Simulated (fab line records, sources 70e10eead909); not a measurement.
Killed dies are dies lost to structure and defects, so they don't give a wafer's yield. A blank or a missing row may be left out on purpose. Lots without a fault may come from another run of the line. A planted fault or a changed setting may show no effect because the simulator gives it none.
Which tool did it? | flow nand_harc | 6 lots, 18 wafers sampled, at 1 step of a route of 1302

WHAT THE GAUGES READ, wafer by wafer
NHARC_A_CHANNEL_HOLE_D1_CD_MEAS_18.
lot  | measured     | on        | cd_nm (nm)
L857 | day 9 08:38  | cd_sem-02 | 96.5 103.6 95.5
L859 | day 10 09:58 | cd_sem-02 | 100.3 102.2 99.0
L862 | day 11 10:28 | cd_sem-03 | 97.0 94.6 97.4
L865 | day 12 19:54 | cd_sem-01 | 98.4 97.9 96.7
L870 | day 15 00:29 | cd_sem-03 | 101.0 102.4 96.2
L875 | day 17 05:10 | cd_sem-02 | 100.2 101.0 99.3

WHICH TOOL RAN EACH LOT (tool, then ch and the chambers of the sampled wafers, then the start)
The record holds no process step before these readings.

THE ANSWER, worked out from the rows above alone
Rule: what is usual is taken from the lots themselves. Put in order of their means at a reading, lots are off if they are a third of the lots or fewer, leave a main group of 4 or more, and stand apart from it by a gap of 3 or more times the standard deviation of the main group's means; of several such gaps the widest counts. A main group whose means are all the same, to the digits that the tables above print for the reading, isn't used. A lot without any number at a reading at which 4 lots or more have one is off too. The other lots that the step has rows for count as sound.
No lot is off at any reading shown: from this, nothing can be told.

WHAT THE SIMULATOR HAD PUT IN
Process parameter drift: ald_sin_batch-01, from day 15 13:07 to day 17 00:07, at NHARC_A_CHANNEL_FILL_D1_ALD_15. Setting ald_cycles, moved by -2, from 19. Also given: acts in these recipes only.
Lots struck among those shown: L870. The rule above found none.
